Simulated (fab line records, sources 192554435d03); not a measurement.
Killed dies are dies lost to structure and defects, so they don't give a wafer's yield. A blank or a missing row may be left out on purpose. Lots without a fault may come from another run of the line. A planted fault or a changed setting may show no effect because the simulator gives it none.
A struck lot beside a sound one | flow n5_finfet | 38 steps out of a route of 1938
Sound: wafers L428.2, L428.4, L428.5. Struck: wafer L427.3. (L427.2 of the same lot was not struck and is left out.) The cause comes at the end.
At each step with rows: each side's tool, then ch and its chambers, then its first start. Under that, the readings that differ: sound wafers | struck wafers | difference of the means | sigmas: that difference in standard deviations of wafers without a fault.
alike: readings whose means differ by less than 2 such deviations, and words and numbers that are the same on both sides. not compared: withheld readings, readings that some wafer has no value for, bounds like >300 that may hide the same value, and numbers for which the record gives no deviation and whose values overlap.
The two part at a step that has a row with sigmas, a row that says differs or no value, or rows on one side only. Numbers that don't overlap but have no deviation are shown without sigmas and don't part them. A reading that every wafer of one side lacks parts them only if that side has two wafers or more.

first, 9 steps without rows for these wafers: N5_BEOL_M1_COAT_05 (resist thk 30 nm); N5_BEOL_M1_EBR_07; N5_BEOL_M1_SOFTBAKE_06 (time 60 s); N5_BEOL_M1_EXPOSE_08 (exposes mask M1); N5_BEOL_M1_PEB_09 (peb time 60 s); N5_BEOL_M1_DEVELOP_10 (develop time 30 s); N5_BEOL_M1_DESCUM_16 (chemistry O2, time 7 s); N5_BEOL_M1_ETCH_74 (etches underlayer in N2/H2, target depth 6.5 nm, time 5.2 s); N5_BEOL_M1_ETCH_63 (etches SiARC in CF4, target depth 15.6 nm, time 26 s).
N5_BEOL_M1_ETCH_64: etches SOC in N2/H2, target depth 75 nm, overetch 15 nm, time 112.5 s.
  sound on rie_diel-06 ch 0,2,3, day 12 04:35; struck on rie_diel-01 ch 0, day 11 15:49
  reading                                    | sound             | struck | difference | sigmas
  throttle_valve_pct (%)                     | 17.98 17.57 17.50 | 18.13  | +0.45      | +2
  model.SiARC_of_BEOL_M1_COAT_62.thk_nm (nm) | 6.8 7 6.8         | 4.2    | -2.7       |
  model.BEOL_M1.cd_offset_nm (nm)            | 0.2 0.4 0.4       | 1.2    | +0.9       |
  alike: chamber_pressure_mTorr, drypump_motor_current_A, oes_product_au, rf_vpp_V, showerhead_plenum_p_Torr
  not compared: rf_hours_counter_h
then, 3 steps without rows for these wafers: N5_BEOL_M1_STRIP_65 (strips in N2/H2); N5_BEOL_M1_STRIP_75 (strips in N2/H2); N5_BEOL_M1_STRIP_66 (strips in CF4).
N5_BEOL_M1_HM_OPEN_17: chemistry Cl2/BCl3, target TiN, target depth 20 nm, overetch 6 nm.
  sound on rie_metal-01 ch 0,1, day 12 04:45; struck on rie_metal-02 ch 0, day 11 15:59
  reading                         | sound             | struck | difference | sigmas
  throttle_valve_pct (%)          | 22.13 22.24 22.26 | 21.70  | -0.51      | -2
  model.BEOL_M1.cd_offset_nm (nm) | 0.2 0.2 0.2       | 1.4    | +1.2       |
  alike: chamber_pressure_mTorr, drypump_motor_current_A, oes_product_au
  not compared: rf_hours_counter_h
then, 1 step without rows for these wafers: N5_BEOL_M1_STRIP_19 (strips in O2).
N5_BEOL_M1_CD_MEAS_18: pitch 36 nm, target cd 18 nm.
  sound on cd_sem-02, day 12 04:56; struck on cd_sem-01, day 11 16:22
  reading    | sound          | struck | difference | sigmas
  cd_nm (nm) | 18.1 18.6 18.0 | 19.7   | +1.5       | +4
then, 20 steps without rows for these wafers: N5_BEOL_M1_COAT_67 (time 60 s, resist thk 60 nm); N5_BEOL_M1_COAT_68 (time 60 s, resist thk 12 nm); N5_BEOL_M1_COAT_76 (time 60 s, resist thk 5 nm); N5_BEOL_M1_COAT_22 (resist thk 30 nm); N5_BEOL_M1_EBR_24; N5_BEOL_M1_SOFTBAKE_23 (time 60 s); N5_BEOL_M1_EXPOSE_25 (exposes mask V0, defocus 5 nm, target cd 24 nm); N5_BEOL_M1_PEB_26 (peb time 60 s); N5_BEOL_M1_DEVELOP_27 (develop time 30 s); N5_BEOL_M1_DESCUM_33 (chemistry O2, time 7 s); N5_BEOL_M1_ETCH_77 (etches underlayer in N2/H2, target depth 6.5 nm, time 5.2 s); N5_BEOL_M1_ETCH_69 (etches SiARC in CF4, target depth 15.6 nm, time 26 s); N5_BEOL_M1_ALD_98 (deposits SiO2, target thk 2.5 nm, pulse time 1 s, co reactant pulse time 1 s); N5_BEOL_M1_ETCHBACK_99 (etches SiO2 in CHF3, target depth 5 nm, time 10.4 s); N5_BEOL_M1_ETCH_70 (etches SOC in N2/H2, target depth 80 nm, overetch 16 nm, time 120 s); N5_BEOL_M1_STRIP_71 (strips in N2/H2); N5_BEOL_M1_STRIP_78 (strips in N2/H2); N5_BEOL_M1_VIA_ETCH_34 (etches the open film in C4F6/O2, target depth 67.8 nm, time 64.4 s); N5_BEOL_M1_STRIP_83 (strips in C4F6/O2); N5_BEOL_M1_STRIP_36 (strips in N2/H2).
N5_BEOL_M1_CD_MEAS_35: target cd 18 nm, target cd y 21 nm.
  sound on cd_sem-01, day 12 16:31; struck on cd_sem-03, day 11 22:54
  reading    | sound          | struck | difference | sigmas
  cd_nm (nm) | 18.3 17.8 18.5 | 19.4   | +1.2       | +3
-- the record jumps here: 3 days lie between the struck wafers' starts before and after (it left off in module BEOL_M1 and takes up again in module BEOL_M4, whose first step shown is number 1111 of the route) --
N5_BEOL_M4_RC_MEAS_101:
  sound on prober-01 ch 0, day 15 04:50; struck on prober-02 ch 0, day 14 12:44
  alike: DIBL_N, DIBL_P, IOFF_N, IOFF_P, ION_N, ION_P, SS_N, SS_P, VT_N, VT_P

WHERE THEY PART
First at N5_BEOL_M1_ETCH_64; last, within this record, at N5_BEOL_M1_CD_MEAS_35. Later steps at which nothing parts them and some readings are alike: N5_BEOL_M4_RC_MEAS_101.

WHY: what the simulator had put in
Process parameter drift: rie_diel-01, from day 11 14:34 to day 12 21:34, at N5_BEOL_M1_ETCH_64. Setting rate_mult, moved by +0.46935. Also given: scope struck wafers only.
